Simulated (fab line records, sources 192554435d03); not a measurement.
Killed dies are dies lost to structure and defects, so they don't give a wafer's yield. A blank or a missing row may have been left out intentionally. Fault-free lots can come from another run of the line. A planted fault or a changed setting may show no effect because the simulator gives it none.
Comparing a struck lot with a sound one ; flow n5Finfet ; 26 out of 1938 route steps
Sound: these wafers, L811.2, L811.5, L811.6. Struck: wafer L812.1 (left out: L812.2, L812.4 of the same lot, which were not struck); the cause appears at the end.
For every step that has rows: the tool of each side, followed by ch and its chambers, followed by its first start. Under that, the readings that differ: sound wafers ; struck wafers ; difference of the means ; sigmas: that difference in standard deviations of wafers without a fault.
alike: same words and numbers on both sides, and readings whose means sit less than 2 such deviations apart. not compared: any withheld reading, any reading some wafer has no value for, any bound like >300 that may hide the same value, and any number with overlapping values for which the record gives no deviation.
The two part at a step that has a row with sigmas, a row that says differs or no value, or rows on one side only. Non-overlapping numbers with no deviation appear without sigmas and do not part them. A reading missing from all wafers of one side parts the sides only when that side holds two or more wafers.

first, 9 steps without rows for these wafers: N5_SD_EPI_P_DESCUM_14 (chemistry O2, time 7.9 s); N5_SD_EPI_P_ETCH_36 (etches SiARC in CF4, target depth 45.5 nm, time 75.8 s); N5_SD_EPI_P_ETCH_37 (etches SOC in N2/H2, overetch 108 nm, time 486 s); N5_SD_EPI_P_STRIP_38 (strips in N2/H2); N5_SD_EPI_P_ETCHBACK_46 (etches SiNx in CH3F/O2, stops on SiO2, target depth 17.5 nm); N5_SD_EPI_P_ETCH_47 (etches SiOCN in CH3F/O2, target depth 25 nm); N5_SD_EPI_P_ETCH_16 (etches SiO2 in CHF3/O2, target depth 5 nm); N5_SD_EPI_P_STRIP_50 (strips in CHF3/O2); N5_SD_EPI_P_SD_RECESS_17 (chemistry HBr/Cl2/O2, target depth 39.1 nm, bt time 3 s).
N5_SD_EPI_P_WET_ETCH_45: etches SiO2 in dHF, time 10.7 s, target depth 2 nm, rinse time 30 s.
  sound on wetBench-04 ch 1,2,7, day 5 20:32; struck on wetBench-04 ch 0,6,7, day 6 08:09
then, 12 steps without rows for these wafers: N5_SD_EPI_P_STRIP_40 (strips in N2/H2); N5_SD_EPI_P_PRECLEAN_52 (cleans in O3/DIW, time 60 s); N5_SD_EPI_P_SRD_20 (time 30 s); N5_SD_EPI_P_PRECLEAN_51 (cleans in NF3:NH3, afs cycles 1, time 20 s, sublimation time 60 s); N5_SD_EPI_P_VAPOR_ETCH_44 (etches SiGe30 in NF3/Ar, time 3.3 s); N5_SD_EPI_P_EPI_21 (deposits SiGe:B, time 355 s); N5_SD_EPI_P_HM_STRIP_48 (strips SiNx in H3PO4, material SiNx, target depth 3 nm); N5_SD_EPI_P_SRD_49 (time 30 s); N5_SD_EPI_P_PRECLEAN_24 (cleans in O3/DIW, time 45 s); N5_SD_EPI_P_PRECLEAN_32 (cleans in dHF, time 10 s); N5_SD_EPI_P_PRECLEAN_33 (cleans in SC2, time 45 s); N5_SD_EPI_P_SRD_25 (time 30 s).
N5_SD_EPI_P_INSPECT_26: inspects for defects (darkfield).
  sound on defectInspect-01 at day 5 23:29; struck on defectInspect-02 at day 6 11:56
reading;sound;struck;difference;sigmas
rawDefectCount;177 169 182;977;+801;+22
then, 1 step without rows for these wafers: N5_SD_ACTIVATION_RTA_00 (time 0 s).
-- here the record skips 5 days between the struck wafers' starts before and after, leaving off in module SD_ACTIVATION and picking up in module BEOL_M4 (first step shown: number 1111 of the route) --
N5_BEOL_M4_RC_MEAS_101:
  sound on prober-01 ch 0, day 10 15:29; struck on prober-02 ch 0, day 11 11:13
  alike: DIBL_N, DIBL_P, IOFF_N, IOFF_P, ION_N, ION_P, SS_N, SS_P, VT_N, VT_P
-- the record jumps here: 5 days lie between the struck wafers' starts before and after (it left off in module BEOL_M4 and takes up again in module PASSIVATION, whose first step shown is number 1936 of the route) --
N5_PASSIVATION_PROBE_49:
  record: rows for the struck wafers here (prober-02, day 16 01:05), none for the sound ones

== WHERE THEY PART ==
At N5_SD_EPI_P_INSPECT_26 first; at N5_PASSIVATION_PROBE_49 last (within this record only).

WHY: the cause the simulator had injected
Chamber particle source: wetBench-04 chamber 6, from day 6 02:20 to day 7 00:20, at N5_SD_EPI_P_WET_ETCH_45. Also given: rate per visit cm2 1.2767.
